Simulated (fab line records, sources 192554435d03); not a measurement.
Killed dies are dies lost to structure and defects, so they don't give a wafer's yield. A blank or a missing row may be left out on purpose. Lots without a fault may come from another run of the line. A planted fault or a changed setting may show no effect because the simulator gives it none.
Split-lot experiment | flow n5_finfet | 7 lots, 21 wafers read, on a route of 1938 steps

THE SPLIT
At N5_SDB_ALD_29 (deposits SiNx, target thk 30 nm, pulse time 1 s, ald cycles 600), the setting ald_cycles was moved away from the recipe's 600 on 8 of the 21 wafers read, by -8.3% to +11.3%. The other wafers ran this setting at the recipe's value.

The reading is taken at the split's own step.

THE READING
SiNx_of_SDB_ALD_29.thk_nm (the simulator's own value, which no gauge read), in nm, at N5_SDB_ALD_29 (deposits SiNx, target thk 30 nm, pulse time 1 s, ald cycles 600). The file gives no usual value for it. The 13 wafers here that ran the recipe average 30.1 nm, standard deviation 0.19 nm.

wafer  | tool, chamber at the split | ald_cycles as run | against the recipe | SiNx_of_SDB_ALD_29.thk_nm, nm | against lot-mates on the recipe
L075.2 | ald_sin-01, 2              | 649               | +8.2%              | 32.8                          | +2.4
L075.3 | ald_sin-01, 1              | 649               | +8.2%              | 32.6                          | +2.2
L075.6 | ald_sin-01, 2              | 600               | recipe             | 30.4                          | -
L078.2 | ald_sin-03, 2,3            | 656               | +9.3%              | 33                            | +3.0
L078.6 | ald_sin-03, 2,3            | 656               | +9.3%              | 33                            | +3.0
L078.3 | ald_sin-03, 0              | 600               | recipe             | 30                            | -
L079.2 | ald_sin-01, 3,0            | 668               | +11.3%             | 33.2                          | +3.4
L079.5 | ald_sin-01, 3,0            | 668               | +11.3%             | 33.2                          | +3.4
L079.6 | ald_sin-01, 3              | 600               | recipe             | 29.8                          | -
L082.1 | ald_sin-03, 0,2,1          | 600               | recipe             | 30.2                          | -
L082.5 | ald_sin-03, 0,2,1          | 600               | recipe             | 30.2                          | -
L082.6 | ald_sin-03, 0,2,1          | 600               | recipe             | 30.2                          | -
L083.1 | ald_sin-01, 3,0            | 600               | recipe             | 30                            | -
L083.4 | ald_sin-01, 3,0            | 600               | recipe             | 30                            | -
L083.6 | ald_sin-01, 1              | 600               | recipe             | 29.8                          | -
L087.1 | ald_sin-03, 0              | 600               | recipe             | 30                            | -
L087.4 | ald_sin-03, 3              | 600               | recipe             | 30.2                          | -
L087.5 | ald_sin-03, 0              | 550               | -8.3%              | 27.4                          | -2.7
L088.2 | ald_sin-04, 0              | 600               | recipe             | 30                            | -
L088.5 | ald_sin-04, 1              | 600               | recipe             | 30.4                          | -
L088.6 | ald_sin-04, 0              | 630               | +5.0%              | 31.4                          | +1.2
Where a row lists several chambers, the file gives one row for several wafers and doesn't say which wafer went through which chamber.

THE FIT
A straight line over all 21 wafers: SiNx_of_SDB_ALD_29.thk_nm changes by +0.299 nm for each +1% of ald_cycles; r = +0.99; the points scatter about the line by 0.2 nm.
The same after taking each lot's own level away (the mean of its wafers on the recipe; 21 wafers): +0.305 nm for each +1%; r = +1.00; scatter 0.14 nm.
On that fit, the largest move of ald_cycles shifts the reading by 3.5 nm.
The lots' own levels span 29.80 to 30.40 nm, that is 3.2 times the standard deviation above.
So the lot-to-lot level changes the slope little: the two slopes agree.
Check: with one of the wafers moved furthest among these (+11.3%) left out of the fit, the line predicts +3.43 nm for it against its lot-mates. It came out at +3.4 nm against them.

OTHER SPLITS ON THESE WAFERS
These wafers also went through other splits before the reading. Each is held against what the fit with the lots' levels taken away leaves over:
other split on the same wafers                    | wafers away from the commonest value | r with SiNx_of_SDB_ALD_29.thk_nm (lot level and that fit taken away)
N5_PMOS_HMC_CHANNEL_EPI_PEB_07 peb_temp_c         | 5                                    | -0.04
N5_PMOS_HMC_CHANNEL_EPI_DEVELOP_08 develop_time_s | 6                                    | -0.25
N5_FIN_SAQP_EXPOSE_13 dose_mj                     | 9                                    | -0.21
N5_SD_EPI_N_EXPOSE_06 dose_mj                     | 7                                    | -0.59
N5_SD_EPI_N_DESCUM_14 time_s                      | 8                                    | +0.28
N5_SD_EPI_N_EPI_21 time_s                         | 7                                    | +0.05
N5_SDB_CUT_ETCH_26 bias_w                         | as run: not given for these wafers   | -

THE FILE'S OWN FIT
SiNx_of_SDB_ALD_29.thk_nm changes by +0.302 nm for each +1% of ald_cycles, r = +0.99.
